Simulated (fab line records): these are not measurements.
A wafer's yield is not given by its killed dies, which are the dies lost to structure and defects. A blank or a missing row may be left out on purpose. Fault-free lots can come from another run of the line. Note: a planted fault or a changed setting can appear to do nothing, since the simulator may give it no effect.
Split-lot experiment || flow n5 finfet || route with 1938 steps; 7 lots, 39 wafers read

## ON THE SPLIT
At N5_MOL_CONTACT_COAG_SPUTTER_143 (material Co, target thk 2.5 nm), the setting target thk a was moved away from the recipe's 25 angstrom on 15 of the 39 wafers read, by -36.3% to +47.5%. The other wafers ran this setting at the recipe's value.

The split's own step is where the reading is taken.

## THE READING
Co_of_MOL_CONTACT_COAG_SPUTTER_143.thk nm (the simulator's own value, which no gauge read), in nm, at N5_MOL_CONTACT_COAG_SPUTTER_143 (material Co, target thk 2.5 nm). No usual value for it is given in the file. Average 2.4 nm, standard deviation 0.091 nm, over the 24 wafers here run with the recipe.

{"wafer": "L078.1", "tool, chamber at the split": "pvd sputter-02, -", "target thk a as run, angstrom": 17.09, "against the recipe": "-31.6%", "Co_of_MOL_CONTACT_COAG_SPUTTER_143.thk nm, nm": 1.6, "against lot-mates on the recipe": -0.8}
{"wafer": "L078.2", "tool, chamber at the split": "pvd sputter-02, -", "target thk a as run, angstrom": 17.09, "against the recipe": "-31.6%", "Co_of_MOL_CONTACT_COAG_SPUTTER_143.thk nm, nm": 1.6, "against lot-mates on the recipe": -0.8}
{"wafer": "L078.5", "tool, chamber at the split": "pvd sputter-02, -", "target thk a as run, angstrom": 17.09, "against the recipe": "-31.6%", "Co_of_MOL_CONTACT_COAG_SPUTTER_143.thk nm, nm": 1.6, "against lot-mates on the recipe": -0.8}
{"wafer": "L078.3", "tool, chamber at the split": "pvd sputter-02, -", "target thk a as run, angstrom": 25, "against the recipe": "recipe", "Co_of_MOL_CONTACT_COAG_SPUTTER_143.thk nm, nm": 2.4, "against lot-mates on the recipe": "-"}
{"wafer": "L078.4", "tool, chamber at the split": "pvd sputter-02, -", "target thk a as run, angstrom": 25, "against the recipe": "recipe", "Co_of_MOL_CONTACT_COAG_SPUTTER_143.thk nm, nm": 2.4, "against lot-mates on the recipe": "-"}
{"wafer": "L078.6", "tool, chamber at the split": "pvd sputter-02, -", "target thk a as run, angstrom": 25, "against the recipe": "recipe", "Co_of_MOL_CONTACT_COAG_SPUTTER_143.thk nm, nm": 2.4, "against lot-mates on the recipe": "-"}
{"wafer": "L081.1", "tool, chamber at the split": "pvd sputter-01, -", "target thk a as run, angstrom": 36.87, "against the recipe": "+47.5%", "Co_of_MOL_CONTACT_COAG_SPUTTER_143.thk nm, nm": 3.6, "against lot-mates on the recipe": "+1.2"}
{"wafer": "L081.4", "tool, chamber at the split": "pvd sputter-01, -", "target thk a as run, angstrom": 36.87, "against the recipe": "+47.5%", "Co_of_MOL_CONTACT_COAG_SPUTTER_143.thk nm, nm": 3.6, "against lot-mates on the recipe": "+1.2"}
{"wafer": "L081.6", "tool, chamber at the split": "pvd sputter-01, -", "target thk a as run, angstrom": 36.87, "against the recipe": "+47.5%", "Co_of_MOL_CONTACT_COAG_SPUTTER_143.thk nm, nm": 3.6, "against lot-mates on the recipe": "+1.2"}
{"wafer": "L081.2", "tool, chamber at the split": "pvd sputter-01, -", "target thk a as run, angstrom": 25, "against the recipe": "recipe", "Co_of_MOL_CONTACT_COAG_SPUTTER_143.thk nm, nm": 2.4, "against lot-mates on the recipe": "-"}
{"wafer": "L081.3", "tool, chamber at the split": "pvd sputter-01, -", "target thk a as run, angstrom": 25, "against the recipe": "recipe", "Co_of_MOL_CONTACT_COAG_SPUTTER_143.thk nm, nm": 2.4, "against lot-mates on the recipe": "-"}
{"wafer": "L081.5", "tool, chamber at the split": "pvd sputter-01, -", "target thk a as run, angstrom": 25, "against the recipe": "recipe", "Co_of_MOL_CONTACT_COAG_SPUTTER_143.thk nm, nm": 2.4, "against lot-mates on the recipe": "-"}
{"wafer": "L082.1", "tool, chamber at the split": "pvd sputter-02, -", "target thk a as run, angstrom": 25, "against the recipe": "recipe", "Co_of_MOL_CONTACT_COAG_SPUTTER_143.thk nm, nm": 2.6, "against lot-mates on the recipe": "-"}
{"wafer": "L082.4", "tool, chamber at the split": "pvd sputter-02, -", "target thk a as run, angstrom": 25, "against the recipe": "recipe", "Co_of_MOL_CONTACT_COAG_SPUTTER_143.thk nm, nm": 2.6, "against lot-mates on the recipe": "-"}
{"wafer": "L082.2", "tool, chamber at the split": "pvd sputter-02, -", "target thk a as run, angstrom": 29.5, "against the recipe": "+18.0%", "Co_of_MOL_CONTACT_COAG_SPUTTER_143.thk nm, nm": 3, "against lot-mates on the recipe": "+0.5"}
{"wafer": "L082.6", "tool, chamber at the split": "pvd sputter-02, -", "target thk a as run, angstrom": 29.5, "against the recipe": "+18.0%", "Co_of_MOL_CONTACT_COAG_SPUTTER_143.thk nm, nm": 3, "against lot-mates on the recipe": "+0.5"}
{"wafer": "L082.3", "tool, chamber at the split": "pvd sputter-02, -", "target thk a as run, angstrom": 25, "against the recipe": "recipe", "Co_of_MOL_CONTACT_COAG_SPUTTER_143.thk nm, nm": 2.4, "against lot-mates on the recipe": "-"}
{"wafer": "L082.5", "tool, chamber at the split": "pvd sputter-02, -", "target thk a as run, angstrom": 29.5, "against the recipe": "+18.0%", "Co_of_MOL_CONTACT_COAG_SPUTTER_143.thk nm, nm": 3.2, "against lot-mates on the recipe": "+0.7"}
{"wafer": "L086.2", "tool, chamber at the split": "pvd sputter-01, -", "target thk a as run, angstrom": 25, "against the recipe": "recipe", "Co_of_MOL_CONTACT_COAG_SPUTTER_143.thk nm, nm": 2.4, "against lot-mates on the recipe": "-"}
{"wafer": "L086.3", "tool, chamber at the split": "pvd sputter-01, -", "target thk a as run, angstrom": 25, "against the recipe": "recipe", "Co_of_MOL_CONTACT_COAG_SPUTTER_143.thk nm, nm": 2.4, "against lot-mates on the recipe": "-"}
{"wafer": "L086.4", "tool, chamber at the split": "pvd sputter-01, -", "target thk a as run, angstrom": 25, "against the recipe": "recipe", "Co_of_MOL_CONTACT_COAG_SPUTTER_143.thk nm, nm": 2.4, "against lot-mates on the recipe": "-"}
{"wafer": "L092.1", "tool, chamber at the split": "pvd sputter-01, -", "target thk a as run, angstrom": 25, "against the recipe": "recipe", "Co_of_MOL_CONTACT_COAG_SPUTTER_143.thk nm, nm": 2.4, "against lot-mates on the recipe": "-"}
{"wafer": "L092.2", "tool, chamber at the split": "pvd sputter-01, -", "target thk a as run, angstrom": 25, "against the recipe": "recipe", "Co_of_MOL_CONTACT_COAG_SPUTTER_143.thk nm, nm": 2.4, "against lot-mates on the recipe": "-"}
{"wafer": "L092.3", "tool, chamber at the split": "pvd sputter-01, -", "target thk a as run, angstrom": 25, "against the recipe": "recipe", "Co_of_MOL_CONTACT_COAG_SPUTTER_143.thk nm, nm": 2.4, "against lot-mates on the recipe": "-"}
{"wafer": "L092.4", "tool, chamber at the split": "pvd sputter-01, -", "target thk a as run, angstrom": 25, "against the recipe": "recipe", "Co_of_MOL_CONTACT_COAG_SPUTTER_143.thk nm, nm": 2.4, "against lot-mates on the recipe": "-"}
{"wafer": "L092.5", "tool, chamber at the split": "pvd sputter-01, -", "target thk a as run, angstrom": 25, "against the recipe": "recipe", "Co_of_MOL_CONTACT_COAG_SPUTTER_143.thk nm, nm": 2.4, "against lot-mates on the recipe": "-"}
{"wafer": "L092.6", "tool, chamber at the split": "pvd sputter-01, -", "target thk a as run, angstrom": 25, "against the recipe": "recipe", "Co_of_MOL_CONTACT_COAG_SPUTTER_143.thk nm, nm": 2.4, "against lot-mates on the recipe": "-"}
{"wafer": "L095.1", "tool, chamber at the split": "pvd sputter-01, -", "target thk a as run, angstrom": 25, "against the recipe": "recipe", "Co_of_MOL_CONTACT_COAG_SPUTTER_143.thk nm, nm": 2.4, "against lot-mates on the recipe": "-"}
{"wafer": "L095.2", "tool, chamber at the split": "pvd sputter-01, -", "target thk a as run, angstrom": 25, "against the recipe": "recipe", "Co_of_MOL_CONTACT_COAG_SPUTTER_143.thk nm, nm": 2.4, "against lot-mates on the recipe": "-"}
{"wafer": "L095.4", "tool, chamber at the split": "pvd sputter-01, -", "target thk a as run, angstrom": 25, "against the recipe": "recipe", "Co_of_MOL_CONTACT_COAG_SPUTTER_143.thk nm, nm": 2.4, "against lot-mates on the recipe": "-"}
{"wafer": "L095.3", "tool, chamber at the split": "pvd sputter-01, -", "target thk a as run, angstrom": 15.93, "against the recipe": "-36.3%", "Co_of_MOL_CONTACT_COAG_SPUTTER_143.thk nm, nm": 1.6, "against lot-mates on the recipe": -0.8}
{"wafer": "L095.5", "tool, chamber at the split": "pvd sputter-01, -", "target thk a as run, angstrom": 15.93, "against the recipe": "-36.3%", "Co_of_MOL_CONTACT_COAG_SPUTTER_143.thk nm, nm": 1.6, "against lot-mates on the recipe": -0.8}
{"wafer": "L095.6", "tool, chamber at the split": "pvd sputter-01, -", "target thk a as run, angstrom": 15.93, "against the recipe": "-36.3%", "Co_of_MOL_CONTACT_COAG_SPUTTER_143.thk nm, nm": 1.4, "against lot-mates on the recipe": -1.0}
{"wafer": "L097.1", "tool, chamber at the split": "pvd sputter-02, -", "target thk a as run, angstrom": 25, "against the recipe": "recipe", "Co_of_MOL_CONTACT_COAG_SPUTTER_143.thk nm, nm": 2.2, "against lot-mates on the recipe": "-"}
{"wafer": "L097.3", "tool, chamber at the split": "pvd sputter-02, -", "target thk a as run, angstrom": 25, "against the recipe": "recipe", "Co_of_MOL_CONTACT_COAG_SPUTTER_143.thk nm, nm": 2.2, "against lot-mates on the recipe": "-"}
{"wafer": "L097.5", "tool, chamber at the split": "pvd sputter-02, -", "target thk a as run, angstrom": 25, "against the recipe": "recipe", "Co_of_MOL_CONTACT_COAG_SPUTTER_143.thk nm, nm": 2.2, "against lot-mates on the recipe": "-"}
{"wafer": "L097.2", "tool, chamber at the split": "pvd sputter-02, -", "target thk a as run, angstrom": 33.05, "against the recipe": "+32.2%", "Co_of_MOL_CONTACT_COAG_SPUTTER_143.thk nm, nm": 3, "against lot-mates on the recipe": "+0.8"}
{"wafer": "L097.6", "tool, chamber at the split": "pvd sputter-02, -", "target thk a as run, angstrom": 33.05, "against the recipe": "+32.2%", "Co_of_MOL_CONTACT_COAG_SPUTTER_143.thk nm, nm": 3, "against lot-mates on the recipe": "+0.8"}
{"wafer": "L097.4", "tool, chamber at the split": "pvd sputter-02, -", "target thk a as run, angstrom": 33.05, "against the recipe": "+32.2%", "Co_of_MOL_CONTACT_COAG_SPUTTER_143.thk nm, nm": 3.2, "against lot-mates on the recipe": "+1.0"}

THE FIT
A straight line over all 39 wafers: Co_of_MOL_CONTACT_COAG_SPUTTER_143.thk nm changes by +0.0248 nm for each +1% of target thk a; r = +0.98; the points scatter about the line by 0.11 nm.
The same after taking each lot's own level away (the mean of its wafers on the recipe; 39 wafers): +0.0254 nm for each +1%; r = +0.99; scatter 0.06 nm.
On that fit, the largest move of target thk a shifts the reading by 1.2 nm.
Across the lots, their own levels run from 2.20 to 2.53 nm, a range of 3.7 times the standard deviation given above.
Consequently the slope shifts little with the lot-to-lot level, the two slopes agreeing.
Check: for one of the wafers moved furthest among these (+47.5%), held out of the fit, the line's prediction against its lot-mates is +1.22 nm. Against them it came out at +1.2 nm.

## OTHER SPLITS APPLIED TO THESE WAFERS
Before the reading, these wafers also passed through other splits. Each is held against what the fit with the lots' levels taken away leaves over:
{"other split on the same wafers": "N5_ZERO_LAYER_ETCH_18 target depth a", "wafers away from the commonest value": 12, "r with Co_of_MOL_CONTACT_COAG_SPUTTER_143.thk nm (lot level and that fit taken away)": "+0.37"}
{"other split on the same wafers": "N5_FIN_SAQP_ETCH_65 time s", "wafers away from the commonest value": 9, "r with Co_of_MOL_CONTACT_COAG_SPUTTER_143.thk nm (lot level and that fit taken away)": "+0.07"}
{"other split on the same wafers": "N5_SD_EPI_N_ETCH_16 target depth a", "wafers away from the commonest value": 15, "r with Co_of_MOL_CONTACT_COAG_SPUTTER_143.thk nm (lot level and that fit taken away)": -0.02}
{"other split on the same wafers": "N5_HKMG_FIN_CVD_62 time s", "wafers away from the commonest value": 18, "r with Co_of_MOL_CONTACT_COAG_SPUTTER_143.thk nm (lot level and that fit taken away)": -0.10}

## FILE'S OWN FIT
Co_of_MOL_CONTACT_COAG_SPUTTER_143.thk nm changes by +0.0255 nm for each +1% of target thk a, r = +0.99.
